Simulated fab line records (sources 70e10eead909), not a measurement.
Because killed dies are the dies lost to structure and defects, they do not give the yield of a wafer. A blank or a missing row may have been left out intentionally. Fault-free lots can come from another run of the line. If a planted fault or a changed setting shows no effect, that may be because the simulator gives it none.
What tool caused it? | flow nandHarc | 24 lots, 72 wafers sampled, at 3 steps of a route of 1159

== WHAT EACH GAUGE READ, for each wafer ==
NHARC_A_M0_CD_MEAS_09: target cd 80 nm. Usual: 80.3 nm for cdNm, sd 0.85.
lot  | measured     | on       | cdNm (nm)      | flag
L077 | day 17 20:11 | cdSem-02 | 79.9 80.7 81.2 | 
L075 | day 17 21:58 | cdSem-02 | 80.8 80.0 81.9 | 
L074 | day 18 00:59 | cdSem-03 | 80.1 79.7 80.3 | 
L079 | day 18 01:57 | cdSem-03 | 80.2 81.7 79.5 | 
L078 | day 18 02:55 | cdSem-02 | 79.7 80.0 80.5 | 
L076 | day 18 04:44 | cdSem-03 | 79.8 79.9 79.3 | 
L080 | day 19 01:35 | cdSem-02 | 80.4 81.0 79.8 | 
L084 | day 19 17:22 | cdSem-01 | 81.7 80.4 79.9 | 
L082 | day 19 19:59 | cdSem-01 | 80.5 80.8 79.4 | 
L081 | day 20 01:14 | cdSem-02 | 81.1 82.0 80.7 | 
L083 | day 20 04:41 | cdSem-03 | 80.5 79.6 79.9 | 
L086 | day 20 13:56 | cdSem-03 | 79.4 80.5 79.2 | 
L089 | day 20 14:02 | cdSem-01 | 80.1 80.7 80.7 | 
L087 | day 20 17:37 | cdSem-02 | 81.3 80.2 82.7 | 
L085 | day 20 18:29 | cdSem-02 | 80.0 79.2 80.5 | 
L088 | day 21 11:14 | cdSem-03 | 80.5 81.4 81.6 | 
L090 | day 21 12:40 | cdSem-02 | 80.0 79.3 79.3 | 
L091 | day 21 20:25 | cdSem-01 | 80.7 82.1 79.0 | 
L092 | day 22 14:43 | cdSem-03 | 79.8 78.8 79.5 | 
L094 | day 22 15:56 | cdSem-02 | 82.0 80.3 81.3 | 
L093 | day 23 00:29 | cdSem-03 | 79.5 80.2 80.5 | 
L095 | day 23 07:47 | cdSem-01 | 80.5 79.4 81.2 | 
L096 | day 23 08:18 | cdSem-01 | 79.0 78.7 79.0 | 
L097 | day 24 00:55 | cdSem-02 | 80.2 81.2 80.8 | 

== WHICH TOOL RAN EACH LOT (tool, then ch and the chambers of the sampled wafers, then the start) ==
lot  | NHARC_A_CONTACT_ETCH_134           | NHARC_A_BLC_CMP_25
L077 | harCapEtch-03 ch 0,1, day 17 10:16 | cmp-03 ch 1,2,3, day 17 18:45
L075 | harCapEtch-02 ch 0,1, day 17 13:10 | cmp-03 ch 1,2, day 17 20:47
L074 | harCapEtch-01 ch 0,1, day 17 16:28 | cmp-01 ch 1,2,3, day 17 23:52
L079 | harCapEtch-02 ch 0,1, day 17 17:17 | cmp-03 ch 1,2,3, day 18 00:40
L078 | harCapEtch-03 ch 0,1, day 17 18:36 | cmp-04 ch 1,2,3, day 18 01:39
L076 | harCapEtch-01 ch 0,1, day 17 19:40 | cmp-03 ch 1,2,3, day 18 03:20
L080 | harCapEtch-02 ch 0,1, day 18 14:10 | cmp-04 ch 0,2,3, day 19 00:15
L084 | harCapEtch-01 ch 0, day 19 05:47   | cmp-01 ch 1,2,3, day 19 15:55
L082 | harCapEtch-01 ch 0,1, day 19 10:38 | cmp-04 ch 0,2, day 19 18:49
L081 | harCapEtch-02 ch 0,1, day 19 14:50 | cmp-04 ch 0,2,3, day 19 23:34
L083 | harCapEtch-01 ch 1, day 19 17:43   | cmp-04 ch 0,3, day 20 03:31
L086 | harCapEtch-02 ch 0,1, day 20 02:40 | cmp-01 ch 0,1,3, day 20 12:28
L089 | harCapEtch-01 ch 0, day 20 03:17   | cmp-01 ch 0,1,2, day 20 12:43
L087 | harCapEtch-03 ch 0,1, day 20 07:35 | cmp-04 ch 2,3, day 20 16:23
L085 | harCapEtch-03 ch 0,1, day 20 08:38 | cmp-04 ch 1,2,3, day 20 16:59
L088 | harCapEtch-03 ch 0,1, day 20 16:05 | cmp-04 ch 1,3, day 21 09:58
L090 | harCapEtch-02 ch 0,1, day 20 19:28 | cmp-01 ch 0,2, day 21 11:30
L091 | harCapEtch-01 ch 0,1, day 20 21:09 | cmp-01 ch 0,1,2, day 21 19:05
L092 | harCapEtch-02 ch 0,1, day 21 23:34 | cmp-03 ch 2,3, day 22 13:33
L094 | harCapEtch-02 ch 0,1, day 22 01:57 | cmp-04 ch 1,2,3, day 22 14:00
L093 | harCapEtch-01 ch 0,1, day 22 05:19 | cmp-03 ch 0,1,2, day 22 22:40
L095 | harCapEtch-01 ch 0,1, day 22 14:38 | cmp-01 ch 1,2,3, day 23 06:32
L096 | harCapEtch-03 ch 0,1, day 22 15:23 | cmp-04 ch 1,2,3, day 23 06:55
L097 | harCapEtch-02 ch 0,1, day 23 10:28 | cmp-01 ch 2,3, day 23 23:37
- NHARC_A_CONTACT_ETCH_134: etches the open film in C4F8/O2/Ar, time 140 s, target depth 700 nm.
- NHARC_A_BLC_CMP_25: polishes, t overpolish 30 s, target thk 150 nm.

== WHAT THE TOOLS THEMSELVES READ (means of the sampled wafers that have a number; where no wafer has one, the mark that the record gives instead) ==
NHARC_A_BLC_CMP_25. Usual: motorCurrentA 12.2 A, standard deviation 1.3; overpolishRunS 30.000 s, standard deviation 0.0087; timeToEndpointS 30 s, standard deviation 3.7.
lot  | tool   | motorCurrentA (A) | overpolishRunS (s) | timeToEndpointS (s) | flag
L077 | cmp-03 | 12.3              | 30.011             | 30                  | 
L075 | cmp-03 | 12.2              | 30.000             | 29                  | 
L074 | cmp-01 | 12.2              | 30.006             | 30                  | 
L079 | cmp-03 | 12.6              | 29.995             | 31                  | 
L078 | cmp-04 | 12.2              | 30.005             | 28                  | 
L076 | cmp-03 | 12.2              | 29.994             | 31                  | 
L080 | cmp-04 | 11.4              | 30.001             | 24                  | 
L084 | cmp-01 | 12.4              | 29.994             | 35                  | 
L082 | cmp-04 | 10.9              | 30.000             | 27                  | 
L081 | cmp-04 | 11.8              | 30.004             | 26                  | 
L083 | cmp-04 | 12.6              | 30.007             | 26                  | 
L086 | cmp-01 | 12.2              | 30.002             | 32                  | 
L089 | cmp-01 | 11.3              | 30.004             | 31                  | 
L087 | cmp-04 | 11.8              | 29.999             | 28                  | 
L085 | cmp-04 | 12.0              | 29.996             | 29                  | 
L088 | cmp-04 | 13.5              | 30.006             | 32                  | 
L090 | cmp-01 | 11.7              | 30.000             | 34                  | 
L091 | cmp-01 | 11.2              | 30.000             | 33                  | 
L092 | cmp-03 | 12.7              | 30.002             | 25                  | 
L094 | cmp-04 | 12.1              | 29.995             | 28                  | 
L093 | cmp-03 | 12.8              | 29.998             | 26                  | 
L095 | cmp-01 | 12.1              | 29.990             | 33                  | 
L096 | cmp-04 | 11.6              | 29.999             | 30                  | 
L097 | cmp-01 | 13.2              | 29.993             | 27                  | 

== THE ANSWER, worked out from the rows above alone ==
Rule: take the mean of a lot's wafers that have a number; if it is more than 3 standard deviations from the usual mean, the lot is off. A lot without any number at a reading at which 4 lots or more have one is off too. The other lots that the step has rows for count as sound. First the gauges in route order, then the tools' own readings, where a lot's mean is used as printed above. At the first step where some lot is off, the reading lying furthest off is the one used; lots without a number count as furthest.
Across all readings shown, no lot is off: no conclusion can be drawn from this.

== WHAT THE SIMULATOR HAD INSERTED ==
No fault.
